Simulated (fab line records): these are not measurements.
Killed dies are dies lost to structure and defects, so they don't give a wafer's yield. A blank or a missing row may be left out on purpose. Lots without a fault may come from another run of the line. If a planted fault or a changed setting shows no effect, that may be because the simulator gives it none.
fab line records    flow n5-finfet
[record] lots = 10  wafers = 30  last-day = 17
route steps=1938 shown BEOL_M15@1787 PASSIVATION@1936
lots with no fault: from the same line, run without faults
start-h: hours from the record's first day to the start of the lot's first wafer shown    wait-h: how many hours have passed since the lot's step before this one    " same as the row above    L1.1+2: one row covering several wafers at once    - no value, or no start was given    * or withheld: withheld    < > ~ a bound
route shown NAME@n: NAME is a module with steps in the file, n the number in the route of the first one    usual: mean/standard deviation of fault-free wafers    same: alike in all rows    chamber/n: place in a boat    sites: per-site readings    _std_site: the values' standard deviation    _edge_site: inner sites' mean taken away from outer sites' mean    radius-mm: how far each site lies from the wafer's centre    mask NAME#n: copy n    behind: the tool/chamber that last shaped the wafer    hold: what put the lot on hold/how long, in hours/how the hold closed    device: names the non-switching transistor (n, p or np)    end of line: the same wafers' tests at the end of the route    a step without rows: its recipe alone    killed: dies lost to structure and defects at the first sort, not the wafer's yield    map: shows each die of a wafer: x if killed, . if not, _ if none is there
set.NAME: the setting the step ran with; set.NAME@STEP: the setting that earlier step ran with    model.NAME: the simulator's own value behind a step, which no gauge read
the route's steps for a sample of lots (tables are steps, rows are wafers)
services: from which hour (start-h, from the record's first day; less than 0 if before it) a tool's chamber was out of use, for how many hours, and why
[[steps]]
[step N5_BEOL_M15_ETCH_59]
[recipe] chemistry = N2/H2  target = BARC  target-depth-a = 890  overetch-a = 267  time-s = 67.9  ion-energy-ev = 200  pressure-mtorr = 30  source-w = 840  bias-w = 150  n2-flow-sccm = 200  h2-flow-sccm = 200
[usual] chamber-pressure-mTorr = 29.999/0.03  drypump-motor-current-A = 5.51/0.25  oes-product-au = 0.70/0.071  rf-vpp-V = 523.8/2.3  showerhead-plenum-p-Torr = 2.54/0.078  throttle-valve-pct = 17.77/0.22
lot.wafer  tool         chamber  start-h  wait-h  chamber-pressure-mTorr  drypump-motor-current-A  oes-product-au  rf-hours-counter-h  rf-vpp-V  showerhead-plenum-p-Torr  throttle-valve-pct
L987.1     rie-diel-01  3        243.43   0.0     29.997                  5.16                     0.72            73                  525.1     2.56                      17.91
L987.2     "            1        "        "       29.958                  5.47                     0.81            19                  526.5     2.60                      17.40
L987.5     "            1        "        "       30.002                  5.47                     0.81            -                   525.4     2.60                      17.39
L990.2     rie-diel-02  3        257.68   0.0     30.008                  5.32                     0.64            178                 521.0     2.42                      17.93
L990.3     "            0        "        "       30.005                  5.14                     0.81            2                   526.9     2.61                      17.67
L990.5     "            3        "        "       30.040                  5.33                     0.64            -                   521.1     2.42                      17.90
L992.1     rie-diel-02  1        286.29   0.0     29.946                  5.64                     0.69            93                  521.0     2.46                      17.89
L992.4     "            0        "        "       30.001                  5.09                     0.77            12                  524.9     2.60                      17.69
L992.6     "            1        "        "       30.008                  5.64                     0.68            -                   521.1     2.46                      17.88
L994.3     rie-diel-01  0        296.10   0.0     30.009                  5.42                     0.63            187                 521.9     2.42                      17.98
L994.4     "            1        "        "       29.998                  5.48                     0.78            34                  525.5     2.59                      17.42
L994.5     "            1        "        "       30.045                  5.49                     0.78            -                   525.5     2.59                      17.41
L997.1     rie-diel-02  3        302.86   0.0     30.016                  5.31                     0.63            194                 521.4     2.42                      17.94
L997.2     "            1        "        "       30.049                  5.66                     0.67            100                 521.2     2.46                      17.89
L997.6     "            2        "        "       30.011                  5.82                     0.68            -                   524.4     2.56                      17.41
L996.2     rie-diel-01  1        307.17   0.0     30.009                  5.49                     0.77            38                  525.5     2.59                      17.42
L996.4     "            2        "        "       30.011                  5.78                     0.79            13                  524.4     2.59                      17.88
L996.6     "            3        "        "       30.049                  5.19                     0.69            -                   524.1     2.56                      17.97
L100.1     rie-diel-06  0        329.36   0.0     30.006                  5.78                     0.78            15                  521.9     2.50                      17.73
L100.5     "            3        "        "       29.987                  5.91                     0.68            -                   527.6     2.66                      17.47
L100.6     "            2        "        "       29.968                  5.39                     0.60            -                   525.4     2.63                      17.97
L107.1     rie-diel-06  2        385.40   0.0     30.006                  5.42                     0.58            245                 524.1     2.62                      17.99
L107.2     "            0        "        "       30.015                  5.80                     0.76            32                  521.7     2.50                      17.77
L107.6     "            1        "        "       29.994                  5.33                     0.82            -                   523.0     2.49                      17.66
L110.1     rie-diel-06  0        385.81   0.0     29.985                  5.77                     0.76            32                  521.9     2.50                      17.78
L110.2     "            2        "        "       30.038                  5.43                     0.58            245                 525.6     2.62                      17.98
L110.3     "            1        "        "       29.991                  5.30                     0.81            9                   522.8     2.49                      17.65
L108.3     rie-diel-06  2        388.93   0.0     29.961                  5.42                     0.58            246                 525.5     2.62                      17.99
L108.5     "            2        "        "       30.018                  5.44                     0.58            -                   525.8     2.62                      17.99
L108.6     "            3        "        "       29.965                  5.91                     0.68            -                   527.3     2.65                      17.50
[step N5_BEOL_M15_STRIP_65]
[recipe] chemistry = post-etch-residue-remover  time-s = 60  temp-c = 25  remover-ph = withheld  remover-water-wt-pct = withheld  remover-fluoride-wt-pct = withheld
lot.wafer   tool          chamber  start-h  wait-h
L987.1+2+5  wet-bench-02  1,6,5    243.83   -
L990.2+3+5  wet-bench-01  5,1,7    258.08   -
L992.1+4+6  wet-bench-02  6,1,4    286.70   -
L994.3+4+5  wet-bench-02  4,1,0    296.50   -
L997.1+2+6  wet-bench-01  0,4,3    303.27   -
L996.2+4+6  wet-bench-02  5,3,2    307.58   -
L100.1+5+6  wet-bench-06  0,7,5    329.76   -
L107.1+2+6  wet-bench-01  5,0,2    385.80   -
L110.1+2+3  wet-bench-02  1,6,5    386.21   -
L108.3+5+6  wet-bench-01  3,2,6    389.33   -
[step N5_BEOL_M15_INSPECT_30]
[recipe] mode = adi  inspect-instrument = macro
[usual] raw-defect-count = 1.9/1.3
lot.wafer  tool               chamber  start-h  wait-h  raw-defect-count
L987.1     defect-inspect-01  -        244.82   0.0     3
L987.2     "                  -        "        "       3
L987.5     "                  -        "        "       0
L990.2     defect-inspect-02  -        259.23   0.0     2
L990.3     "                  -        "        "       0
L990.5     "                  -        "        "       4
L992.1     defect-inspect-01  -        287.94   0.0     5
L992.4     "                  -        "        "       1
L992.6     "                  -        "        "       0
L994.3     defect-inspect-02  -        297.62   0.0     2
L994.4     "                  -        "        "       2
L994.5     "                  -        "        "       3
L997.1     defect-inspect-02  -        304.38   0.0     2
L997.2     "                  -        "        "       3
L997.6     "                  -        "        "       2
L996.2     defect-inspect-02  -        308.59   0.0     0
L996.4     "                  -        "        "       1
L996.6     "                  -        "        "       1
L100.1     defect-inspect-02  -        330.89   0.0     2
L100.5     "                  -        "        "       2
L100.6     "                  -        "        "       1
L107.1     defect-inspect-01  -        387.14   0.0     >300
L107.2     "                  -        "        "       >300
L107.6     "                  -        "        "       >300
L110.1     defect-inspect-02  -        387.44   0.0     3
L110.2     "                  -        "        "       4
L110.3     "                  -        "        "       2
L108.3     defect-inspect-02  -        390.46   0.0     >300
L108.5     "                  -        "        "       >300
L108.6     "                  -        "        "       >300
[step N5_BEOL_M15_TRENCH_ETCH_34]
[recipe] chemistry = C4F8/O2/Ar  target = SiO2  target-depth-a = 8729.3  he-inner-torr = 15  he-outer-torr = 30  time-s = 199  ion-energy-ev = 800  pressure-mtorr = 20  source-w = 1905  bias-w = 2040  Ar_flow_sccm = 400  C4F8_flow_sccm = 16  O2_flow_sccm = 12
[usual] chamber-pressure-mTorr = 20.001/0.017  drypump-motor-current-A = 5.50/0.26  oes-product-au = 0.81/0.085  rf-vpp-V = 2216/44  showerhead-plenum-p-Torr = 3.43/0.11  throttle-valve-pct = 30.8/0.3
lot.wafer  tool         chamber  start-h  wait-h  chamber-pressure-mTorr  drypump-motor-current-A  oes-product-au  rf-hours-counter-h  rf-vpp-V  showerhead-plenum-p-Torr  throttle-valve-pct
L987.1     rie-diel-01  1        244.94   0.0     20.028                  5.47                     0.95            19                  2225      3.51                      30.4
L987.2     "            3        "        "       20.019                  5.15                     0.83            74                  2204      3.49                      31.2
L987.5     "            0        "        "       20.047                  5.44                     0.75            -                   2142      3.28                      31.0
L990.2     rie-diel-01  0        259.35   0.0     19.996                  5.44                     0.74            178                 2143      3.28                      31.0
L990.3     "            3        "        "       20.008                  5.18                     0.81            79                  2204      3.49                      31.2
L990.5     "            1        "        "       19.989                  5.46                     0.93            -                   2225      3.51                      30.4
L992.1     rie-diel-02  1        288.06   0.0     20.024                  5.66                     0.80            94                  2247      3.31                      30.9
L992.4     "            2        "        "       19.958                  5.86                     0.80            111                 2286      3.44                      30.3
L992.6     "            3        "        "       20.030                  5.36                     0.73            -                   2199      3.27                      30.9
L994.3     rie-diel-01  3        297.74   0.0     19.992                  5.15                     0.80            89                  2203      3.48                      31.2
L994.4     "            2        "        "       20.024                  5.74                     0.96            10                  2261      3.54                      31.3
L994.5     "            0        "        "       19.990                  5.41                     0.73            -                   2143      3.28                      31.0
L997.1     rie-diel-06  0        304.50   0.0     19.991                  5.80                     0.95            7                   2185      3.41                      31.1
L997.2     "            3        "        "       19.985                  5.89                     0.82            106                 2243      3.63                      30.8
L997.6     "            1        "        "       19.989                  5.32                     0.67            -                   2247      3.37                      30.9
L996.2     rie-diel-02  1        308.71   0.0     20.000                  5.67                     0.79            102                 2245      3.31                      30.9
L996.4     "            0        "        "       19.974                  5.12                     0.91            21                  2265      3.49                      30.6
L996.6     "            1        "        "       19.986                  5.66                     0.79            -                   2245      3.31                      30.9
L100.1     rie-diel-01  3        331.01   0.0     20.013                  5.16                     0.80            100                 2204      3.48                      31.2
L100.5     "            0        "        "       19.978                  5.43                     0.73            -                   2143      3.27                      31.0
L100.6     "            3        "        "       19.977                  5.18                     0.79            -                   2204      3.48                      31.2
L107.1     rie-diel-01  3        387.26   0.0     20.020                  5.14                     0.77            117                 2203      3.47                      31.3
L107.2     "            1        "        "       20.001                  5.50                     0.88            57                  2221      3.49                      30.5
L107.6     "            1        "        "       20.005                  5.51                     0.87            -                   2223      3.49                      30.4
L110.1     rie-diel-02  3        387.56   0.0     19.994                  5.34                     0.71            217                 2199      3.26                      30.9
L110.2     "            2        "        "       19.973                  5.84                     0.77            141                 2286      3.42                      30.3
L110.3     "            1        "        "       19.982                  5.67                     0.77            126                 2244      3.30                      30.9
L108.3     rie-diel-02  2        390.63   0.0     19.996                  5.84                     0.78            142                 2285      3.42                      30.3
L108.5     "            2        "        "       20.006                  5.85                     0.77            -                   2283      3.42                      30.3
L108.6     "            3        "        "       20.003                  5.33                     0.71            -                   2199      3.26                      30.9
[step N5_BEOL_M15_DEGAS_41]
[recipe] ambient = vacuum  temp-c = 300  time-s = 60
[usual] heater-power-w = 464/35
lot.wafer  tool            chamber  start-h  wait-h  heater-power-w
L987.1     pvd-sputter-02  -        247.07   0.2     427
L987.2     "               -        "        "       430
L987.5     "               -        "        "       438
L990.2     pvd-sputter-01  -        266.91   0.4     465
L990.3     "               -        "        "       440
L990.5     "               -        "        "       457
L992.1     pvd-sputter-01  -        293.12   0.3     487
L992.4     "               -        "        "       453
L992.6     "               -        "        "       509
L994.3     pvd-sputter-03  -        299.33   0.3     424
L994.4     "               -        "        "       531
L994.5     "               -        "        "       483
L997.1     pvd-sputter-01  -        306.70   1.4     430
L997.2     "               -        "        "       488
L997.6     "               -        "        "       443
L996.2     pvd-sputter-03  -        313.13   0.2     486
L996.4     "               -        "        "       527
L996.6     "               -        "        "       526
L100.1     pvd-sputter-02  -        334.03   0.8     435
L100.5     "               -        "        "       497
L100.6     "               -        "        "       434
L107.1     pvd-sputter-03  -        389.78   0.2     525
L107.2     "               -        "        "       488
L107.6     "               -        "        "       519
L110.1     pvd-sputter-01  -        389.85   0.2     455
L110.2     "               -        "        "       430
L110.3     "               -        "        "       495
L108.3     pvd-sputter-02  -        391.85   0.5     426
L108.5     "               -        "        "       426
L108.6     "               -        "        "       477
[step N5_PASSIVATION_PROBE_49]
[usual] defect-limited-yield = 91.1/1.4  killed_at_M0_to_M3 = 34/11  killed_at_M4_up = 14/5.7  killed-at-contacts = 14/6.9  killed-at-front-end = 40/11  killed-at-other = 4/3.1  killed-dies = 105/17  killed-on-rim = 14/4.1  killed-open = 70/13  killed-short = 34/7.6  sort_bin_5_function = 5.3/0.95  sort_bin_6_memory = 3.3/0.64  sort-n-pass = 1075/17  sort-yield-pct = 91.1/1.4
[same] gross-dies = 1180  killed-at-back-side = 0  sort_bin_4_leakage[%] = 0  sort_bin_8_speed[%] = 0
lot.wafer  tool       chamber  start-h  wait-h  defect-limited-yield[%]  killed_at_M0_to_M3  killed_at_M4_up  killed-at-contacts  killed-at-front-end  killed-at-other  killed-dies  killed-on-rim  killed-open  killed-short  sort_bin_5_function[%]  sort_bin_6_memory[%]  sort-n-pass  sort-yield-pct[%]
L997.1     prober-01  -        329.17   0.0     91.8                     35                  11               15                  36                   0                97           13             67           28            5.3                     2.8                   1083         91.8
L997.2     prober-01  -        329.22   0.1     93.6                     35                  12               9                   18                   2                76           10             57           19            4.2                     2.1                   1104         93.6
L997.6     prober-01  -        329.42   0.3     89.9                     33                  14               9                   60                   3                119          12             83           31            6.5                     3.5                   1061         89.9
L107.1     prober-02  -        409.63   0.0     81.1                     49                  123              14                  30                   7                223          19             69           37            12.3                    4.2                   957          81.1
L107.2     prober-02  -        409.68   0.1     86.2                     47                  67               10                  34                   5                163          34             74           32            8.4                     3.8                   1017         86.2
L107.6     prober-02  -        409.88   0.3     80.6                     56                  128              9                   27                   9                229          18             77           36            11.7                    4.3                   951          80.6
L108.3     prober-01  -        411.07   0.1     81.9                     29                  129              15                  35                   5                213          11             57           32            12.6                    3.6                   967          81.9
L108.5     prober-01  -        411.17   0.2     81.3                     31                  124              15                  46                   5                221          13             67           34            13.1                    3.6                   959          81.3
L108.6     prober-01  -        411.22   0.3     84.1                     33                  71               35                  42                   7                188          35             95           30            9.2                     4.6                   992          84.1
// killed by level:class
L997.1 STI_FIN_REVEAL:geometric-particle:open=13 BEOL_M3:geometric-particle:open=12 MOL_CONTACT_COAG:geometric-particle:open=11 BEOL_M0:geometric-particle:open=7 GATE_CUT:geometric-particle:short=5 MOL_CONTACT_COAG:geometric-particle:short=4 BEOL_M1:geometric-particle:open=4 FIN_SAQP:geometric-particle:open=3
L997.2 BEOL_M2:geometric-particle:open=15 MOL_CONTACT_COAG:geometric-particle:open=8 FIN_SAQP:geometric-particle:short=6 BEOL_M3:geometric-particle:open=6 BEOL_M0_SAQP:geometric-particle:open=5 BEOL_M4:geometric-particle:open=5 BEOL_M0_SAQP:geometric-particle:short=4 GATE_CUT:geometric-particle:short=3
L997.6 BEOL_M2:geometric-particle:open=16 FIN_SAQP:geometric-particle:open=13 STI_FIN_REVEAL:geometric-particle:open=13 MOL_CONTACT_COAG:geometric-particle:open=8 BEOL_M0_SAQP:geometric-particle:short=6 BEOL_M3:geometric-particle:open=6 STARTING-WAFER:geometric-particle:open=5 GATE_CUT:geometric-particle:open=5
L107.1 BEOL_M15:unspecified=115 BEOL_M0_SAQP:geometric-particle:open=20 BEOL_M0_SAQP:geometric-particle:short=14 STI_FIN_REVEAL:geometric-particle:open=12 MOL_CONTACT_COAG:geometric-particle:open=10 BEOL_M1:geometric-particle:open=5 FIN_SAQP:geometric-particle:short=4 MOL_CONTACT_COAG:geometric-particle:short=4
L107.2 BEOL_M15:unspecified=57 STI_FIN_REVEAL:geometric-particle:open=12 BEOL_M1:geometric-particle:open=12 BEOL_M0_SAQP:geometric-particle:short=10 MOL_CONTACT_COAG:geometric-particle:open=7 BEOL_M0:geometric-particle:open=6 BEOL_M2:geometric-particle:open=6 FIN_SAQP:geometric-particle:short=5
L107.6 BEOL_M15:unspecified=116 BEOL_M0_SAQP:geometric-particle:open=19 BEOL_M0_SAQP:geometric-particle:short=13 BEOL_M1:geometric-particle:open=11 STI_FIN_REVEAL:geometric-particle:open=10 MOL_CONTACT_COAG:geometric-particle:open=7 BEOL_M3:geometric-particle:open=6 BEOL_M4:geometric-particle:open=5
L108.3 BEOL_M15:unspecified=122 MOL_CONTACT_COAG:geometric-particle:open=13 BEOL_M0_SAQP:geometric-particle:short=10 BEOL_M0_SAQP:geometric-particle:open=9 STI_FIN_REVEAL:geometric-particle:open=8 GATE_CUT:geometric-particle:short=7 STARTING-WAFER:geometric-particle:open=5 DUMMY_GATE:geometric-particle:open=4
L108.5 BEOL_M15:unspecified=119 STI_FIN_REVEAL:geometric-particle:open=15 MOL_CONTACT_COAG:geometric-particle:open=13 BEOL_M0_SAQP:geometric-particle:short=10 BEOL_M0_SAQP:geometric-particle:open=8 STI_FIN_REVEAL:geometric-particle:short=6 GATE_CUT:geometric-particle:short=6 FIN_SAQP:geometric-particle:open=5
L108.6 BEOL_M15:unspecified=63 MOL_CONTACT_COAG:geometric-particle:open=32 BEOL_M1:geometric-particle:open=14 FIN_SAQP:geometric-particle:open=10 STI_FIN_REVEAL:geometric-particle:open=10 BEOL_M0_SAQP:geometric-particle:open=7 BEOL_M0_SAQP:geometric-particle:short=6 FIN_SAQP:geometric-particle:short=4
[[services]]
tool            chamber  start-h  hours  kind
rie-diel-02     0        233.89   -      clean
rie-diel-02     0        233.89   -      consumable-replace:focus-ring
rie-diel-02     0        233.89   14.9   scheduled-down
rie-diel-02     0        233.89   14.9   vent-cycle
pvd-sputter-03  -        235.09   39.9   repair
rie-diel-01     2        235.33   5.0    repair
rie-diel-01     2        242.52   -      clean
rie-diel-01     2        242.52   -      consumable-replace:focus-ring
rie-diel-01     2        242.52   17.4   scheduled-down
rie-diel-01     2        242.52   17.4   vent-cycle
rie-diel-02     1        243.32   8.0    repair
rie-diel-06     0        260.74   -      clean
rie-diel-06     0        260.74   -      consumable-replace:focus-ring
rie-diel-06     0        260.74   22.9   scheduled-down
rie-diel-06     0        260.74   22.9   vent-cycle
wet-bench-06    -        302.24   1.5    repair
rie-diel-01     1        313.05   21.1   repair
rie-diel-06     1        339.35   -      clean
rie-diel-06     1        339.35   -      consumable-replace:focus-ring
rie-diel-06     1        339.35   14.3   scheduled-down
rie-diel-06     1        339.35   14.3   vent-cycle
rie-diel-06     3        342.18   7.7    repair
rie-diel-06     0        344.37   5.4    repair
[[key]]
[first-sign] step = N5_BEOL_M15_INSPECT_30  reading = raw-defect-count  direction = up  sigmas = 99+  usual = 1.9  struck = >300
[effect] step = N5_PASSIVATION_PROBE_49  reading = killed_at_M4_up  direction = up  sigmas = 17  usual = 14  struck = 107
[more-kills-born-at] N5_BEOL_M15_STRIP_65@wet-bench-01 = 592
met-at N5_BEOL_M15_STRIP_65
struck-lots L107,L108
not-acting-at N5_BEOL_M15_ETCH_59,N5_BEOL_M15_TRENCH_ETCH_34,N5_BEOL_M15_DEGAS_41
onset-between 303.27 385.80
[fault] kind = chamber-particle-source  tool = wet-bench-01  chamber = -  onset-h = 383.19  steps = N5_BEOL_M15_STRIP_65  rate-per-visit-cm2 = 0.76251  end-h = 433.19
